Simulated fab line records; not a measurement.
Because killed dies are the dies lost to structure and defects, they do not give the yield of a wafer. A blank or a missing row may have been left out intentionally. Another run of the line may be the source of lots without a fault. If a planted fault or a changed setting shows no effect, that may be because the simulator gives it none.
2 desks, one fault | flow n5-finfet | only its own numbers are on each desk; what lay behind them is given at the end

## AT THE METROLOGY DESK
What the gauges read for every lot (on any tool): the sampled wafers with a number, averaged. Any lot whose mean is over 4 standard deviations away from the usual mean is out of limits and marked OUT; that distance is given in the brackets.
Columns: A = trench-depth-nm at N5_BEOL_M14_OCD_MEAS_35, usual 559 nm
lot  | first seen here | A
L746 | day 12 02:47    | 535
L751 | day 13 12:33    | 561
L755 | day 14 22:50    | 558
L763 | day 16 23:50    | 565
L767 | day 17 00:41    | 563
This desk's verdict: no lot among the 5 shows anything out of limits.

## FOR THE TOOL OWNER'S DESK: pvd-sputter-02
The tool's own readings at N5_BEOL_M14_SPUTTER_44 (material Ta, target thk 15 nm, time 24.19 s): means of the sampled wafers that have a number, for each lot that ran on this tool. Any lot whose mean is over 4 standard deviations away from the usual mean is out of limits and marked OUT; that distance is given in the brackets.
Columns: A = substrate-temp-c at N5_BEOL_M14_SPUTTER_44, usual 49.99 C; B = throttle-valve-pct at N5_BEOL_M14_SPUTTER_44, usual 29.9 %
lot  | first seen here | A     | B
L746 | day 12 04:37    | 49.99 | 29.7
L751 | day 13 14:24    | 49.98 | 30.0
L755 | day 15 00:13    | 49.96 | 29.6
This desk's verdict: no lot among the 3 shows anything out of limits.

## ALL TOGETHER
From the metrology desk's view, nothing was out of limits.
Nothing out of limits was seen by the tool owner's desk.

## WHAT WAS PUT IN BY THE SIMULATOR
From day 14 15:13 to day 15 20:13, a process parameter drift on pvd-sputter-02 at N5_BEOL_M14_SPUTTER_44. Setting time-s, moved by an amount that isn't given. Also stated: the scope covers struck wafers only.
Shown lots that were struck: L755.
